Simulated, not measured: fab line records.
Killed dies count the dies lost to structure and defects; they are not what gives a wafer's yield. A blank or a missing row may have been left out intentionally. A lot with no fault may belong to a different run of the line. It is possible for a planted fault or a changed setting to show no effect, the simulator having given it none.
fab line records	flow nand-harc
record: lots: 12	wafers: 36	last-day: 32
route steps=1302 shown A_CONTACT@1090 A_BLC@1112 END@1302
lots that met no fault: from a run of the same line without faults
start-h: the number of hours between the record's first day and the start of the first shown wafer of the lot	wait-h: hours elapsed since this lot's preceding step	" as in the row above	L1.1+2: several wafers, shown together as one row	- no value present, or no start provided	* or withheld: withheld	< > ~ a bound
route shown NAME@n: a module of which the file shows steps, and the number in the route of the first	usual: mean and standard deviation over wafers with no fault	same: alike in all rows	chamber/n: place in a boat	sites: readings site by site	_std_site: the values' standard deviation	_edge_site: the outer-site mean with the inner-site mean subtracted	radius-mm: for every site, how far away it sits from the centre of the wafer	mask NAME#n: copy n	behind: the last tool/chamber to shape the wafer	hold: why the lot went on hold/how many hours it stayed there/how the hold came to an end	device: names the non-switching transistor (n, p or np)	end of line: tests of these same wafers at the route's end	where a step has no rows: the recipe by itself	killed: not the wafer's yield, but the dies lost to structure and defects at the first sort	map: shows each die of a wafer: x if killed, . if not, _ if none is there
set.NAME: the setting as run; set.NAME@STEP: as run at that earlier step	model.NAME: the simulator's own value behind a step, which no gauge read
steps of the route over a sample of lots; a table a step, a row a wafer
services: a tool's chamber out of use, with start hour (start-h, from the record's first day; less than 0 if before it), hours out, and reason
== steps ==
step: NHARC_A_CONTACT_ETCH_138
recipe: source-w: withheld	pressure-mtorr: 20	bias-v: 1200	time-s: 311	target-depth-a: 19140	ar-flow-sccm: withheld	c4f8-flow-sccm: withheld	o2-flow-sccm: withheld	chemistry: C4F8/O2/Ar
lot.wafer	tool	chamber	start-h	wait-h	rf-hours-counter-h
L843.1	har-cap-etch-03	0	524.37	0.2	52
L843.3	"	0	"	"	-
L843.5	"	0	"	"	-
L844.1	har-cap-etch-03	1	526.71	0.3	54
L844.3	"	0	"	"	-
L844.4	"	1	"	"	-
L845.1	har-cap-etch-01	0	536.45	0.2	7
L845.4	"	0	"	"	-
L845.6	"	0	"	"	-
L848.1	har-cap-etch-01	1	552.63	0.2	9
L848.4	"	1	"	"	-
L848.5	"	0	"	"	-
L846.3	har-cap-etch-02	0	552.68	0.3	-
L846.5	"	1	"	"	-
L846.6	"	0	"	"	-
L850.3	har-cap-etch-01	1	582.98	0.2	-
L850.4	"	0	"	"	-
L850.5	"	0	"	"	-
L851.3	har-cap-etch-01	0	590.72	0.2	-
L851.5	"	0	"	"	-
L851.6	"	1	"	"	-
L852.1	har-cap-etch-02	1	599.73	0.2	101
L852.2	"	0	"	"	101
L852.3	"	1	"	"	-
L854.4	har-cap-etch-02	0	625.20	0.3	-
L854.6	"	1	"	"	-
L854.5	"	0	"	"	-
L861.4	har-cap-etch-01	0	693.29	0.2	-
L861.3	"	1	"	"	-
L861.5	"	0	"	"	-
L865.1	har-cap-etch-02	1	724.07	0.2	122
L865.4	"	0	"	"	-
L865.5	"	1	"	"	-
L864.2	har-cap-etch-01	0	726.50	0.2	39
L864.4	"	1	"	"	-
L864.5	"	1	"	"	-
step: NHARC_A_CONTACT_ETCH_98
recipe: target-depth-a: 200	over-etch-frac: 0.5	time-s: 10	ion-energy-ev: 250	c4f6-flow-sccm: 25	o2-flow-sccm: 20	ar-flow-sccm: 500	rf-w: 600	bias-w: 500	chemistry: C4F6/O2
usual: c4f6-flow-sccm: 25.00/0.081	drypump-motor-current-A: 5.8/0.45	oes-product-au: 0.958/0.024	rf-fwd-power-W: 587.7/3	rf-vpp-V: 547/3.5	showerhead-plenum-p-Torr: 3.96/0.16	throttle-valve-pct: 26.904/0.0097
lot.wafer	tool	chamber	start-h	wait-h	c4f6-flow-sccm	drypump-motor-current-A	oes-product-au	rf-fwd-power-W	rf-hours-counter-h	rf-vpp-V	showerhead-plenum-p-Torr	throttle-valve-pct
L843.3	rie-diel-08	1	-	-	25.10	6.0	0.948	585.3	30	544	3.84	26.907
L843.1	"	2	"	"	25.06	5.3	0.942	584.0	28	545	3.91	26.901
L843.5	"	0	"	"	24.99	6.4	0.965	588.0	-	552	4.21	26.908
L844.4	rie-diel-08	1	-	-	25.07	6.0	0.959	584.3	30	545	3.84	26.906
L844.3	"	3	"	"	25.01	5.8	0.949	590.4	25	542	3.70	26.903
L844.1	"	0	"	"	25.10	6.4	0.959	588.3	24	553	4.21	26.892
L845.4	rie-diel-08	3	-	-	25.01	5.8	1.002	590.9	27	541	3.70	26.920
L845.1	"	0	"	"	25.05	6.4	1.008	590.8	26	553	4.21	26.888
L845.6	"	0	"	"	24.91	6.4	1.000	591.6	-	552	4.21	26.932
L848.1	rie-diel-04	1	-	-	24.92	6.0	0.968	590.1	3	552	4.19	26.902
L848.4	"	3	"	"	24.98	6.1	0.964	582.3	3	551	4.11	26.893
L848.5	"	0	"	"	24.86	5.3	0.973	592.3	-	545	3.82	26.887
L846.3	rie-diel-04	2	-	-	24.90	6.4	0.950	584.4	3	551	4.19	26.908
L846.6	"	0	"	"	25.11	5.3	0.980	592.5	-	544	3.82	26.909
L846.5	"	1	"	"	25.03	6.0	0.976	585.7	-	551	4.19	26.915
L850.4	rie-diel-02	3	-	-	25.00	5.6	1.002	584.0	0	548	4.01	26.901
L850.3	"	0	"	"	25.25	6.7	0.987	582.3	0	548	4.00	26.895
L850.5	"	0	"	"	25.12	6.7	0.984	584.1	-	549	4.00	26.912
L851.3	rie-diel-02	0	-	-	24.98	6.7	0.992	585.1	0	548	4.00	26.914
L851.5	"	1	"	"	25.04	5.1	0.975	587.1	-	545	3.89	26.909
L851.6	"	2	"	"	24.85	5.6	1.001	589.2	-	547	3.91	26.887
L852.3	rie-diel-08	3	-	-	25.01	5.8	0.950	595.6	7	541	3.70	26.906
L852.2	"	0	"	"	25.12	6.4	0.956	592.2	7	553	4.20	26.904
L852.1	"	1	"	"	24.98	5.9	0.936	582.6	7	546	3.83	26.894
L854.4	rie-diel-08	0	-	-	25.10	6.4	0.937	590.2	10	554	4.20	26.895
L854.6	"	2	"	"	25.05	5.3	0.935	587.2	-	547	3.90	26.900
L854.5	"	3	"	"	24.99	5.8	0.937	592.2	-	542	3.70	26.907
L861.4	rie-diel-08	3	-	-	24.97	5.8	1.013	589.4	25	542	3.69	26.901
L861.3	"	1	"	"	25.04	5.9	1.002	585.9	21	547	3.83	26.899
L861.5	"	2	"	"	24.95	5.3	0.990	584.2	-	546	3.89	26.905
L865.1	rie-diel-04	3	725.45	0.1	25.07	6.1	0.996	584.7	1	552	4.08	26.892
L865.4	"	0	"	"	25.03	5.3	0.998	588.4	-	545	3.79	26.914
L865.5	"	3	"	"	25.19	6.1	0.993	583.4	-	549	4.08	26.892
L864.2	rie-diel-04	3	727.50	0.1	24.94	6.1	0.963	583.2	2	551	4.08	26.892
L864.4	"	3	"	"	25.02	6.1	0.956	587.1	-	550	4.08	26.906
L864.5	"	1	"	"	24.86	6.0	0.956	587.2	-	551	4.15	26.898
step: NHARC_A_BLC_SOFTBAKE_05
recipe: temp-c: 105	time-s: 55
usual: chill-plate-temp-C: 22.98/0.11	heater-power-total-W: 188.45/0.14
lot.wafer	tool	chamber	start-h	wait-h	chill-plate-temp-C	heater-power-total-W
L843.1	litho-track-04	0	528	-	22.81	188.46
L843.3	"	0	"	"	23.06	188.71
L843.5	"	0	"	"	22.84	188.31
L844.1	litho-track-01	0	530	-	22.86	188.33
L844.3	"	0	"	"	22.88	188.47
L844.4	"	0	"	"	23.00	188.38
L845.1	litho-track-06	0	540	-	22.93	188.40
L845.4	"	0	"	"	22.83	188.64
L845.6	"	0	"	"	23.01	188.73
L848.1	litho-track-06	0	556	-	22.99	188.38
L848.4	"	0	"	"	22.96	188.34
L848.5	"	0	"	"	22.96	188.45
L846.3	litho-track-01	0	557	-	23.04	188.27
L846.5	"	0	"	"	22.83	188.28
L846.6	"	0	"	"	22.90	188.45
L850.3	litho-track-06	0	586	-	22.90	188.53
L850.4	"	0	"	"	23.07	188.29
L850.5	"	0	"	"	22.85	188.69
L851.3	litho-track-01	0	594	-	22.94	188.35
L851.5	"	0	"	"	23.00	188.34
L851.6	"	0	"	"	22.87	188.47
L852.1	litho-track-01	0	603	-	23.11	188.30
L852.2	"	0	"	"	23.20	188.49
L852.3	"	0	"	"	23.14	188.40
L854.4	litho-track-01	0	628	-	22.92	188.49
L854.5	"	0	"	"	22.91	188.31
L854.6	"	0	"	"	22.82	188.49
L861.3	litho-track-06	0	696	-	22.95	188.35
L861.4	"	0	"	"	23.02	188.44
L861.5	"	0	"	"	22.91	188.39
L865.1	litho-track-01	0	728	-	23.01	165.81
L865.4	"	0	"	"	23.06	165.56
L865.5	"	0	"	"	23.23	165.63
L864.2	litho-track-01	0	730	-	23.17	165.56
L864.4	"	0	"	"	22.89	165.64
L864.5	"	0	"	"	23.02	165.55
step: NHARC_A_BLC_DESCUM_15
recipe: time-s: 3	o2-flow-sccm: 200	ar-flow-sccm: 0	bias-power-w: 0	chemistry: O2
usual: drypump-motor-current-A: 5.6/0.31	oes-product-au: 1.004/0.01	rf-vpp-V: 57.7/0.94	showerhead-plenum-p-Torr: 1.90/0.091	throttle-valve-pct: 11.312/0.0094
lot.wafer	tool	chamber	start-h	wait-h	drypump-motor-current-A	oes-product-au	rf-hours-counter-h	rf-vpp-V	showerhead-plenum-p-Torr	throttle-valve-pct
L843.1	rie-diel-10	3	529.09	0.1	5.6	1.009	8	56.1	1.77	11.309
L843.3	"	1	"	"	5.3	1.006	7	58.6	2.03	11.298
L843.5	"	2	"	"	5.8	1.010	-	57.0	1.95	11.302
L844.1	rie-diel-10	2	530.91	0.1	5.8	0.996	8	59.1	1.95	11.313
L844.4	"	3	"	"	5.7	1.004	9	56.8	1.77	11.314
L844.3	"	0	"	"	5.6	0.989	8	57.8	1.87	11.310
L845.4	rie-diel-10	3	540.67	0.1	5.6	0.998	10	57.2	1.77	11.317
L845.1	"	1	"	"	5.3	0.996	9	59.4	2.03	11.317
L845.6	"	3	"	"	5.6	0.998	-	57.5	1.77	11.321
L848.4	rie-diel-09	2	557.13	0.1	5.9	1.001	2	57.5	1.92	11.314
L848.1	"	3	"	"	5.0	0.993	2	56.8	1.85	11.309
L848.5	"	3	"	"	5.0	0.999	-	57.0	1.85	11.315
L846.3	rie-diel-10	0	557.78	0.1	5.7	0.999	12	55.3	1.87	11.327
L846.6	"	0	"	"	5.7	1.004	-	58.0	1.87	11.301
L846.5	"	1	"	"	5.3	1.005	-	57.2	2.03	11.304
L850.3	rie-diel-10	0	586.93	0.1	5.7	0.998	14	58.4	1.87	11.311
L850.4	"	1	"	"	5.3	1.015	14	58.4	2.03	11.309
L850.5	"	1	"	"	5.3	1.006	-	59.6	2.03	11.312
L851.3	rie-diel-09	2	594.66	0.1	5.9	1.008	5	57.7	1.92	11.314
L851.5	"	1	"	"	5.4	0.999	-	58.3	1.94	11.307
L851.6	"	2	"	"	5.9	0.994	-	57.0	1.92	11.319
L852.3	rie-diel-12	0	603.78	0.1	5.8	1.014	53	59.2	2.06	11.310
L852.1	"	1	"	"	6.7	1.001	57	59.3	1.95	11.284
L852.2	"	3	"	"	5.9	1.018	45	58.0	1.98	11.299
L854.4	rie-diel-09	1	629.39	0.1	5.4	1.011	6	59.8	1.94	11.301
L854.5	"	3	"	"	5.0	0.994	-	56.9	1.85	11.319
L854.6	"	0	"	"	5.3	1.020	-	58.7	1.78	11.308
L861.4	rie-diel-10	3	697.25	0.1	5.6	0.997	8	57.9	1.77	11.324
L861.3	"	0	"	"	5.7	0.988	7	57.2	1.87	11.312
L861.5	"	3	"	"	5.6	1.005	-	56.3	1.77	11.312
L865.1	rie-diel-10	1	728.54	0.1	5.3	1.017	13	58.1	2.03	11.288
L865.4	"	0	"	"	5.7	1.008	10	58.2	1.86	11.319
L865.5	"	2	"	"	5.8	1.008	-	58.3	1.94	11.306
L864.4	rie-diel-10	3	730.93	0.1	5.7	1.008	12	57.2	1.76	11.293
L864.2	"	0	"	"	5.7	0.998	10	58.3	1.86	11.309
L864.5	"	3	"	"	5.6	1.002	-	56.6	1.77	11.319
step: NHARC_END_SORT_01
recipe: temp-c: 25
usual: killed-at-array: 56/19	killed-at-other: 1.0/1.3	killed-at-periphery: 3.8/2.2	killed-dies: 61/19	killed-open: 3.1/1.9	killed-short: 2.3/1.5
same: gross-dies: 677
lot.wafer	tool	chamber	start-h	wait-h	killed-at-array	killed-at-other	killed-at-periphery	killed-dies	killed-open	killed-short
L851.3	prober-01	0	639.79	3.1	54	3	11	68	6	2
L851.5	prober-01	0	641.41	3.7	59	1	6	66	3	2
L851.6	prober-01	0	642.22	4.0	48	3	8	59	2	2
L852.1	prober-02	0	648.30	2.4	59	0	3	62	1	0
L852.2	prober-02	0	649.10	2.8	56	0	6	62	1	1
L852.3	prober-02	0	649.89	3.1	64	0	3	67	1	2
L854.4	prober-02	0	677.74	3.4	71	0	4	75	2	3
L854.5	prober-02	0	678.54	3.7	60	0	0	60	2	2
L854.6	prober-02	0	679.34	4.0	75	2	2	79	2	2
L861.3	prober-02	0	744.45	3.1	30	1	2	33	4	0
L861.4	prober-02	0	745.26	3.4	32	0	2	34	1	0
L861.5	prober-02	0	746.06	3.7	37	0	0	37	4	2
killed by level:class
L851.3 A_CHANNEL_HOLE_D1:chamber-film-flake=23 A_CHANNEL_HOLE_D2:chamber-film-flake=20 P_ZERO_WELL:chamber-film-flake=3 P_BONDPAD:chamber-film-flake=3 A_CONTACT:chamber-film-flake=3 A_ONON_D1:geometric-particle:open=2 P_STI:chamber-film-flake=2 A_M1:chamber-film-flake=2
L851.5 A_CHANNEL_HOLE_D2:chamber-film-flake=26 A_CHANNEL_HOLE_D1:chamber-film-flake=21 A_STAIRCASE:chamber-film-flake=3 P_STI:chamber-film-flake=3 A_CONTACT:chamber-film-flake=3 P_BONDPAD:chamber-film-flake=2 A_ONON_D1:geometric-particle:open=1 A_ONON_D1:geometric-particle:short=1
L851.6 A_CHANNEL_HOLE_D2:chamber-film-flake=19 A_CHANNEL_HOLE_D1:chamber-film-flake=19 P_BONDPAD:chamber-film-flake=6 A_CONTACT:chamber-film-flake=4 P_GATE:geometric-particle:short=2 A_STAIRCASE:chamber-film-flake=2 A_M1:chamber-film-flake=2 THIN_TSV:chamber-film-flake=2
L852.1 A_SLIT:chamber-film-flake=30 A_CHANNEL_HOLE_D1:chamber-film-flake=9 A_CHANNEL_HOLE_D2:chamber-film-flake=8 A_SGD_CUT:chamber-film-flake=4 A_STAIRCASE:chamber-film-flake=3 A_CONTACT:chamber-film-flake=3 P_BONDPAD:chamber-film-flake=2 A_CHANNEL_FILL_D2:geometric-particle:open=1
L852.2 A_SLIT:chamber-film-flake=26 A_CHANNEL_HOLE_D2:chamber-film-flake=9 A_CHANNEL_HOLE_D1:chamber-film-flake=5 A_STAIRCASE:chamber-film-flake=5 P_BONDPAD:chamber-film-flake=4 A_CONTACT:chamber-film-flake=4 P_ZERO_WELL:chamber-film-flake=2 A_SGD_CUT:chamber-film-flake=2
L852.3 A_SLIT:chamber-film-flake=31 A_CHANNEL_HOLE_D2:chamber-film-flake=15 A_CHANNEL_HOLE_D1:chamber-film-flake=5 A_CONTACT:chamber-film-flake=5 A_DECK1_JOINT:chamber-film-flake=2 A_STAIRCASE:chamber-film-flake=2 A_DECK1_JOINT:geometric-particle:open=1 A_CHANNEL_HOLE_D2:geometric-particle:short=1
L854.4 A_CHANNEL_HOLE_D1:chamber-film-flake=28 A_SLIT:chamber-film-flake=28 A_WL_FILL:chamber-film-flake=5 A_CHANNEL_FILL_D1:chamber-film-flake=3 A_STAIRCASE:chamber-film-flake=2 A_CONTACT:chamber-film-flake=2 P_STI:geometric-particle:short=1 P_M0:geometric-particle:open=1
L854.5 A_CHANNEL_HOLE_D1:chamber-film-flake=29 A_SLIT:chamber-film-flake=21 A_CONTACT:chamber-film-flake=2 A_CHANNEL_FILL_D1:geometric-particle:short=1 A_DECK1_JOINT:geometric-particle:open=1 A_ONON_D2:geometric-particle:short=1 A_WL_FILL:geometric-particle:open=1 A_ZERO_WELL:chamber-film-flake=1
L854.6 A_CHANNEL_HOLE_D1:chamber-film-flake=30 A_SLIT:chamber-film-flake=28 A_WL_FILL:chamber-film-flake=4 A_CONTACT:chamber-film-flake=4 A_ZERO_WELL:chamber-film-flake=3 A_CHANNEL_FILL_D2:geometric-particle:open=2 A_STAIRCASE:chamber-film-flake=2 THIN_TSV:chamber-film-flake=2
L861.3 A_CHANNEL_HOLE_D1:chamber-film-flake=17 A_SLIT:chamber-film-flake=3 A_CHANNEL_HOLE_D2:chamber-film-flake=2 A_STAIRCASE:chamber-film-flake=2 P_M0:geometric-particle:open=1 A_ONON_D1:geometric-particle:open=1 A_CHANNEL_FILL_D2:geometric-particle:open=1 A_CONTACT:geometric-particle:open=1
L861.4 A_CHANNEL_HOLE_D1:chamber-film-flake=13 A_SLIT:chamber-film-flake=8 A_STAIRCASE:chamber-film-flake=4 A_ZERO_WELL:chamber-film-flake=2 A_CONTACT:chamber-film-flake=2 A_CHANNEL_FILL_D2:geometric-particle:open=1 P_GATE:chamber-film-flake=1 P_BONDPAD:chamber-film-flake=1
L861.5 A_CHANNEL_HOLE_D1:chamber-film-flake=12 A_STAIRCASE:chamber-film-flake=6 A_CHANNEL_HOLE_D2:chamber-film-flake=5 A_WL_FILL:chamber-film-flake=4 A_M0:geometric-particle:open=2 A_SLIT:chamber-film-flake=2 A_CHANNEL_FILL_D2:geometric-particle:short=1 A_CHANNEL_FILL_D2:geometric-particle:open=1
== services ==
tool	chamber	start-h	hours	kind
har-cap-etch-01	-	504.50	0.9	repair
litho-track-01	-	505.00	7.0	pm
litho-track-06	-	529.00	7.0	pm
har-cap-etch-02	-	535.22	0.4	repair
rie-diel-04	-	536.33	9.0	pm
rie-diel-08	-	545.53	9.0	pm
rie-diel-02	-	574.52	9.0	pm
rie-diel-10	-	596.51	9.0	pm
rie-diel-09	1	616.51	4.3	repair
rie-diel-09	-	622.64	4.1	repair
rie-diel-08	0	646.93	37.9	repair
rie-diel-08	1	666.00	16.1	repair
rie-diel-04	3	673.68	6.7	repair
rie-diel-09	-	674.25	9.0	pm
litho-track-01	-	680.00	7.0	pm
rie-diel-09	3	684.02	12.3	repair
rie-diel-10	0	685.11	5.4	repair
litho-track-06	-	704.00	7.0	pm
rie-diel-08	-	709.20	1.4	repair
rie-diel-04	-	711.55	0.3	repair
rie-diel-09	0	712.41	7.9	repair
rie-diel-04	-	713.38	9.0	pm
rie-diel-02	0	716.50	3.6	repair
rie-diel-08	-	722.84	9.0	pm
== key ==
first-sign: step: NHARC_A_BLC_SOFTBAKE_05	reading: heater-power-total-W	direction: down	sigmas: 99+	usual: *	struck: *
effect none on later readings
met-at NHARC_A_BLC_SOFTBAKE_05
struck-lots L864,L865
tester-left-out L864,L865
not-acting-at NHARC_A_CONTACT_ETCH_138,NHARC_A_CONTACT_ETCH_98,NHARC_A_BLC_DESCUM_15
onset-between 628 728
fault: kind: process-parameter-drift	tool: litho-track-01	chamber: -	onset-h: 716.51	steps: NHARC_A_BLC_SOFTBAKE_05	channel: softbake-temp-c	offset: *	shape: step	end-h: 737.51	acts-in: *	stated: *
tester-left-out: of these lots the tester's yield and bins aren't shown, on N5 and GAA mostly nor the transistor test; their killed dies are dies lost to structure and defects alone, not to doping, threshold or leakage, so they don't give the yield
